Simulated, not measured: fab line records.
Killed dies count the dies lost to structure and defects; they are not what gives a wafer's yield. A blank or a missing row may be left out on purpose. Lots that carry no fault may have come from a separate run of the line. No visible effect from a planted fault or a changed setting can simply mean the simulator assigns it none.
fab line records / flow n5Finfet
[record] lots = 3 wafers = 9 lastDay = 15
route steps=1938 shown BEOL_M3@1011 BEOL_M4@1021 PASSIVATION@1936
lots that met no fault: taken from a fault-free run of the same line
startH: hours from the record's first day to the start of the lot's first wafer shown / waitH: hours from the lot's prior step to this one / " identical to the entry in the row above / L1.1+2: several wafers, shown together as one row / - no value, or no start given / * or withheld: withheld / < > ~ a bound
route shown NAME@n: a module of which the file shows steps, and the number in the route of the first / usual: mean/standard deviation of fault-free wafers / same: alike in all rows / chamber/n: place in a boat / sites: readings site by site / _std_site: their standard deviation / _edge_site: mean of outer sites minus mean of inner sites / radiusMm: how far each site lies from the wafer's centre / mask NAME#n: copy n / behind: the most recent tool/chamber to have shaped the wafer / hold: the reason the lot was held/the length of the hold in hours/how it ended / device: which transistor (n, p or np) failed to switch / end of line: at the end of the route, the tests of the same wafers / step lacking rows: just its recipe / killed: not the wafer's yield, but the dies lost to structure and defects at the first sort / map: per-die view of a wafer (x killed, . not killed, _ where there is no die)
set.NAME: setting as actually run; set.NAME@STEP: the setting as run at that earlier step / model.NAME: the simulator's own value behind a step, which no gauge read
certain route steps with their lots: each step a table, each wafer a row
services: when a tool's chamber went out of use (startH, in hours from the record's first day, below 0 if earlier), for how many hours, and the reason
[[steps]]
[step N5_BEOL_M3_ECD_50]
[recipe] material = Cu targetThkA = 3000
[step N5_BEOL_M3_ANNEAL_51]
[recipe] tempC = 225 timeS = 90 ambient = N2
[step N5_BEOL_M3_CMP_52]
[recipe] stopOn = SiOC tOverpolishS = 6.8 downForcePsi = 1 platenRpm = 50 clearingPlatenDownForcePsi = 1.5 clearingPlatenRpm = 50 postCmpClean = cuAlkaline targetThkNm = 40 clearingPlatenPadVelocityMS = 0.99484 padVelocityMS = 0.99484
[step N5_BEOL_M3_PRE_CLEAN_60]
[recipe] gas = NH3/H2 timeS = 15 tempC = * rfPowerW = 300
[step N5_BEOL_M3_CO_CAP_55]
[recipe] material = Co targetThkA = 20 tempC = 200 precursor = CCTBA/H2 pressureTorr = 30 timeS = 102.1
[step N5_BEOL_M3_PRE_CLEAN_56]
[recipe] gas = NH3 timeS = 15 tempC = withheld rfPowerW = 300
[step N5_BEOL_M3_DEP_57]
[recipe] material = SiCN targetThkA = 80 tempC = withheld precursor = 3MS/NH3 pressureTorr = 3 rfW = 202 timeS = 14
[step N5_BEOL_M4_ILD_DEP_00]
[recipe] material = SiOC targetThkA = 790 tempC = 350 precursor = DEMS/O2 pressureTorr = 5 rfW = 500 timeS = 15.3
[step N5_BEOL_M4_PECVD_72]
[recipe] material = SiO2 targetThkA = 160 tempC = 400 precursor = TEOS/O2 pressureTorr = 5.5 rfW = 450 teosFlowSccm = 53.8 gas = O2 flowSccm = 3000 timeS = 18
[usual] heaterPowerW = 712/98 showerheadPlenumPTorr = 8.79/0.07 throttleValvePct = 22.5/1.4
lot.wafer=L325.1 tool=pecvd-02 chamber=0 startH=200.98 waitH=0.0 heaterPowerW=736 showerheadPlenumPTorr=8.88 throttleValvePct=23.3
lot.wafer=L325.4 tool=pecvd-02 chamber=0 startH=200.98 waitH=0.0 heaterPowerW=717 showerheadPlenumPTorr=8.86 throttleValvePct=23.5
lot.wafer=L325.5 tool=pecvd-02 chamber=0 startH=200.98 waitH=0.0 heaterPowerW=737 showerheadPlenumPTorr=8.86 throttleValvePct=23.5
lot.wafer=L329.2 tool=pecvd-01 chamber=2 startH=230.44 waitH=0.0 heaterPowerW=783 showerheadPlenumPTorr=8.68 throttleValvePct=21.2
lot.wafer=L329.3 tool=pecvd-01 chamber=0 startH=230.44 waitH=0.0 heaterPowerW=685 showerheadPlenumPTorr=8.81 throttleValvePct=21.4
lot.wafer=L329.6 tool=pecvd-01 chamber=1 startH=230.44 waitH=0.0 heaterPowerW=957 showerheadPlenumPTorr=8.92 throttleValvePct=23.8
lot.wafer=L333.1 tool=pecvd-02 chamber=1 startH=242.92 waitH=0.0 heaterPowerW=596 showerheadPlenumPTorr=8.76 throttleValvePct=24.5
lot.wafer=L333.5 tool=pecvd-02 chamber=0 startH=242.92 waitH=0.0 heaterPowerW=708 showerheadPlenumPTorr=8.87 throttleValvePct=23.6
lot.wafer=L333.6 tool=pecvd-02 chamber=1 startH=242.92 waitH=0.0 heaterPowerW=603 showerheadPlenumPTorr=8.76 throttleValvePct=24.6
[step N5_BEOL_M4_HM_DEP_02]
[recipe] material = TiN targetThkA = 200 tempC = 25 chamberPressurePa = 0.49996
[step N5_BEOL_M4_COAT_61]
[recipe] resist = SOC tempC = 250 timeS = 60 spinRpm = 1500 resistThkNm = 60
[step N5_BEOL_M4_COAT_62]
[recipe] resist = SiARC tempC = 220 timeS = 60 spinRpm = 1500 resistThkNm = 12
[step N5_BEOL_M4_COAT_73]
[recipe] resist = underlayer tempC = 205 timeS = 60 spinRpm = 1500 resistThkNm = 5
[step N5_BEOL_M4_COAT_05]
[recipe] resist = CAR-EUV spinRpm = 1500 resistThkNm = 30
[step N5_BEOL_M4_EBR_07]
[recipe] solvent = PGMEA ebrWidthMm = 1.5
[step N5_BEOL_M4_SOFTBAKE_06]
[recipe] tempC = 110 timeS = 60 resist = CAR-EUV
[step N5_BEOL_M4_EXPOSE_08]
[recipe] maskId = M4 na = 0.33 sourceShape = dipole sigmaInner = 0.369 sigmaOuter = 0.767 polarization = unpolarized doseMj = 41.25
[step N5_BEOL_M4_PEB_09]
[recipe] pebTempC = 100 pebTimeS = 60 resist = CAR-EUV
[step N5_BEOL_M4_DEVELOP_10]
[recipe] developTimeS = 30 developer = TMAH resist = CAR-EUV rinseLiquid = surfactantRinse dry = airSpin devTempC = 23
[step N5_BEOL_M4_DESCUM_16]
[recipe] chemistry = O2 timeS = 7 sourcePowerW = 50 biasPowerW = 20 pressureMtorr = 20 rfFrequencyHz = 2.712e+07 tempC = 40 resist = CAR-EUV o2FlowSccm = 225
[step N5_BEOL_M4_ETCH_74]
[recipe] chemistry = N2/H2 target = underlayer targetDepthA = 65 maskMaterial = CAR-EUV timeS = 5.2 ionEnergyEv = 200 pressureMtorr = 30 sourceW = 840 biasW = 150 n2FlowSccm = 200 h2FlowSccm = 200 ends = cleared
[step N5_BEOL_M4_ETCH_63]
[recipe] chemistry = CF4 target = SiARC targetDepthA = 156 maskMaterial = CAR-EUV timeS = 26 ionEnergyEv = 80 pressureMtorr = 40 sourceW = 545 biasW = 36 Ar_flow_sccm = 100 cf4FlowSccm = 100 ends = cleared
[step N5_BEOL_M4_ETCH_64]
[recipe] chemistry = N2/H2 target = SOC targetDepthA = 750 overetchA = 225 maskMaterial = SiARC tempC = 40 timeS = 121.9 ionEnergyEv = 200 pressureMtorr = 30 sourceW = 840 biasW = 150 n2FlowSccm = 200 h2FlowSccm = 200
[step N5_BEOL_M4_STRIP_65]
[recipe] chemistry = N2/H2 tempC = 40 n2FlowSccm = 200 h2FlowSccm = 200 rfFrequencyHz = 6e+07
[step N5_BEOL_M4_STRIP_75]
[recipe] chemistry = N2/H2 tempC = 40 n2FlowSccm = 200 h2FlowSccm = 200 rfFrequencyHz = 6e+07
[step N5_BEOL_M4_STRIP_66]
[recipe] chemistry = CF4 resist = SiARC powerW = 300 biasPowerW = 75 pressureMtorr = 50 cf4FlowSccm = 150 rfFrequencyHz = 6e+07
[step N5_BEOL_M4_HM_OPEN_17]
[recipe] chemistry = Cl2/BCl3 targetDepthA = 200 overetchA = 60 target = TiN maskMaterial = SOC ionEnergyEv = 150 pressureMtorr = 10 icpW = 1000 biasW = 126 Cl2_flow_sccm = 53.25 bcl3FlowSccm = 21.75 Ar_flow_sccm = 25
[step N5_BEOL_M4_STRIP_19]
[recipe] chemistry = O2 powerW = 400 tempC = 40 pressureMtorr = 30 rfFrequencyHz = 6e+07 biasPowerW = 0 overashFraction = 0.2 o2FlowSccm = 225
[step N5_BEOL_M4_COAT_67]
[recipe] resist = SOC tempC = 250 timeS = 60 spinRpm = 1500 resistThkNm = 60
[step N5_BEOL_M4_COAT_68]
[recipe] resist = SiARC tempC = 220 timeS = 60 spinRpm = 1500 resistThkNm = 12
[step N5_BEOL_M4_COAT_76]
[recipe] resist = underlayer tempC = 205 timeS = 60 spinRpm = 1500 resistThkNm = 5
[step N5_BEOL_M4_COAT_22]
[recipe] resist = CAR-EUV spinRpm = 1500 resistThkNm = 30
[step N5_BEOL_M4_EBR_24]
[recipe] solvent = PGMEA ebrWidthMm = 1.5
[step N5_BEOL_M4_SOFTBAKE_23]
[recipe] tempC = 110 timeS = 60 resist = CAR-EUV
[step N5_PASSIVATION_PROBE_49]
[usual] defectLimitedYield = 91.1/1.3 killed_at_M0_to_M3 = 35/11 killed_at_M4_up = 13/5.4 killedAtContacts = 14/6.5 killedAtFrontEnd = 41/11 killedAtOther = 4/3.1 killedDies = 106/15 killedOpen = 69/12 killedShort = 35/7 sort_bin_5_function = 5.2/0.86 sort_bin_6_memory = 3.4/0.64 sortNPass = 1074/15 sortYieldPct = 91.0/1.3
[same] grossDies = 1180 killedAtBackSide = 0 sort_bin_4_leakage[%] = 0 sort_bin_8_speed[%] = 0
lot.wafer=L329.2 tool=prober-02 chamber=- startH=324.67 waitH=0.1 defectLimitedYield[%]=84.2 killed_at_M0_to_M3=21 killed_at_M4_up=98 killedAtContacts=13 killedAtFrontEnd=46 killedAtOther=8 killedDies=186 killedOpen=56 killedShort=32 sort_bin_5_function[%]=9.0 sort_bin_6_memory[%]=5.2 sortNPass=994 sortYieldPct[%]=84.2
lot.wafer=L329.3 tool=prober-02 chamber=- startH=324.72 waitH=0.1 defectLimitedYield[%]=82.0 killed_at_M0_to_M3=24 killed_at_M4_up=111 killedAtContacts=23 killedAtFrontEnd=48 killedAtOther=6 killedDies=212 killedOpen=71 killedShort=37 sort_bin_5_function[%]=11.7 sort_bin_6_memory[%]=4.9 sortNPass=968 sortYieldPct[%]=82.0
lot.wafer=L329.6 tool=prober-02 chamber=- startH=324.87 waitH=0.3 defectLimitedYield[%]=83.7 killed_at_M0_to_M3=41 killed_at_M4_up=104 killedAtContacts=13 killedAtFrontEnd=33 killedAtOther=1 killedDies=192 killedOpen=59 killedShort=39 sort_bin_5_function[%]=10.4 sort_bin_6_memory[%]=3.9 sortNPass=988 sortYieldPct[%]=83.7
// killed by level:class
L329.2 BEOL_M4:unspecified=95 MOL_CONTACT_COAG:geometricParticle:open=11 FIN_SAQP:geometricParticle:short=10 STI_FIN_REVEAL:geometricParticle:open=9 FIN_SAQP:geometricParticle:open=7 BEOL_M0_SAQP:geometricParticle:open=6 GATE_CUT:geometricParticle:open=5 STARTING-WAFER:geometricParticle:short=5
L329.3 BEOL_M4:unspecified=101 MOL_CONTACT_COAG:geometricParticle:open=14 STI_FIN_REVEAL:geometricParticle:open=11 FIN_SAQP:geometricParticle:open=8 MOL_CONTACT_COAG:geometricParticle:short=8 BEOL_M0_SAQP:geometricParticle:short=7 GATE_CUT:geometricParticle:open=5 BEOL_M4:geometricParticle:open=5
L329.6 BEOL_M4:unspecified=91 BEOL_M0_SAQP:geometricParticle:short=14 STI_FIN_REVEAL:geometricParticle:open=9 MOL_CONTACT_COAG:geometricParticle:open=9 FIN_SAQP:geometricParticle:short=6 BEOL_M0_SAQP:geometricParticle:open=6 GATE_CUT:geometricParticle:open=5 BEOL_M1:geometricParticle:open=5
// map L329.3 (x killed, . not)
_________________...........x________________
______________.........x........_____________
___________......x........x........__________
__________........x........x........_________
________...xx..x..x.x..x.x............_______
_______........x.........x.........xx..______
______........x......x.....x............_____
_____...............................x....____
____x.......x......x.xx..x.........xx.....___
___..........x.....xxx.x.....x.........x...__
___..x.x.........xxxxxxxx.x..x.............__
__......x.........xx.xxxxxx.......x........._
__..x.......x....xxxxxxxxxxxxx....x....xx..x_
_............x.x..xxxxxxxxxxxx....x..x.......
_..............x.xxxxxxxxxxxx...x.x.xx.xx..x.
_x................xxxxxxxx..xx..x............
_....x.......x.x.xxxxxxxxx.xxx....x...x.....x
_.................xxxxxxxxx....x........x...x
_x.......x.......x.x.xxx.xxx.................
_.....x..x.x...xx.x.x...x....................
_.......x...........x..x........x............
__..x................x............x........._
__....xx......x.........................x..._
___........................................__
___..............................x.x.......__
____..x....x..........x....x..........x...___
_____.xxx......x.......x.....x.........x.____
______.........x........................_____
_______.........x......................______
________....x........x...............x_______
__________........x.x........x......_________
___________........x...xx..........__________
______________....x...x........._____________
_________________.........x..________________
// map L325.5 (x killed, . not)
_________________............________________
______________.............x...._____________
___________......x................x__________
__________..........x..x............_________
________....................x.xxx..x.._______
_______.x.x............x...............______
______x..x.......................x......_____
_____..............x...x..........x......____
____......................x...............___
___............................x..x......xx__
___.......x...........x...x....x...x..x....__
__..................x.....xx..x....x.x......_
__.........................x.........x.x...._
_.........................x..................
_......x.........x.................x.........
_.x....................................x.xx..
_...............................x............
_......x......x........x.......x....x..x.....
_.................x.....................x....
_..x....x....................x....x........x.
_...x...xx...x.....x.........x..............x
__.............x....x........x.x............_
__x..x.x...................................._
___.....x.x..x.....x.................x.....__
___......x......xx.x...............x.......__
____....xx...x.......................x....___
_____x....................x..............____
______............................x....._____
_______......x............x............______
________x.....................x......x_______
__________...x.......x.....x........_________
___________........................__________
______________.x..x.........x..._____________
_________________xx.x......x.________________
[[services]]
tool=pecvd-02 chamber=2 startH=183.09 hours=2.1 kind=scheduledDown
tool=pecvd-02 chamber=2 startH=186.39 hours=16.3 kind=repair
tool=pecvd-01 chamber=- startH=192.75 hours=2.8 kind=pm
tool=pecvd-01 chamber=- startH=214.89 hours=2.5 kind=repair
[[key]]
[firstSign] step = N5_PASSIVATION_PROBE_49 reading = killed_at_M4_up direction = up sigmas = 17 usual = 13 struck = 104
[effect] step = N5_PASSIVATION_PROBE_49 reading = killedDies direction = up sigmas = 6 usual = 106 struck = 197
[moreKillsBornAt] N5_BEOL_M4_PECVD_72@pecvd-01 = 287
metAt N5_BEOL_M4_PECVD_72
struckWafers L329.2,L329.3,L329.6
[fault] kind = chamberParticleSource tool = pecvd-01 chamber = - onsetH = 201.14 steps = N5_BEOL_M4_PECVD_72 ratePerVisitCm2 = 0.43529 endH = 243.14
